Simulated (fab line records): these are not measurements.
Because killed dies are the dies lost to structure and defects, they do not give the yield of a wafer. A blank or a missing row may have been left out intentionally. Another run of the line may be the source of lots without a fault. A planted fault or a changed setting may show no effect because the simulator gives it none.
Chamber matching | flow nand_harc | rie_diel-13 running NHARC_P_ZERO_WELL_DESCUM_39: 4 sister chambers
The step chemistry O2, time 3 s. 4 wafers are shown with their chamber, then 7 later ones without.

## WAFERS PAIRED WITH THEIR CHAMBERS
wafer  | chamber | showerhead_plenum_p_Torr (Torr)
L085.4 | 3       | 1.82
L085.5 | 0       | 1.87
L086.1 | 2       | 1.95
L086.5 | 1       | 1.80

## WAFERS WHOSE CHAMBER IS MISSING
wafer  | showerhead_plenum_p_Torr (Torr)
L086.6 | 1.95
L087.1 | 1.82
L087.3 | 1.87
L087.5 | 1.95
L088.2 | 1.95
L088.4 | 1.79
L088.6 | 1.79

## CHAMBER TAKEN BY EACH
wafer  | from the rows above | in truth
L086.6 | 2                   | 2
L087.1 | 3                   | 3
L087.3 | 0                   | 0
L087.5 | 2                   | 2
L088.2 | 2                   | 2
L088.4 | 1                   | 1
L088.6 | 1                   | 1
Correctly placed: 7 of 7. Left unplaced by these rows: 0. Number placed wrongly: 0.
How it was worked out, from the rows above alone: a wafer's distance from a chamber is the root of the sum, over the readings, of the square of ((its reading less the chamber's mean) divided by the reading's scatter). The wafer belongs to the nearest chamber; if the next one is less than 2 further off, it can't be placed. Each chamber's mean is taken over the wafers shown for it. The scatter: with one shown wafer a chamber, the root of the mean of the squares of how far each hidden wafer lies from its nearest shown one.
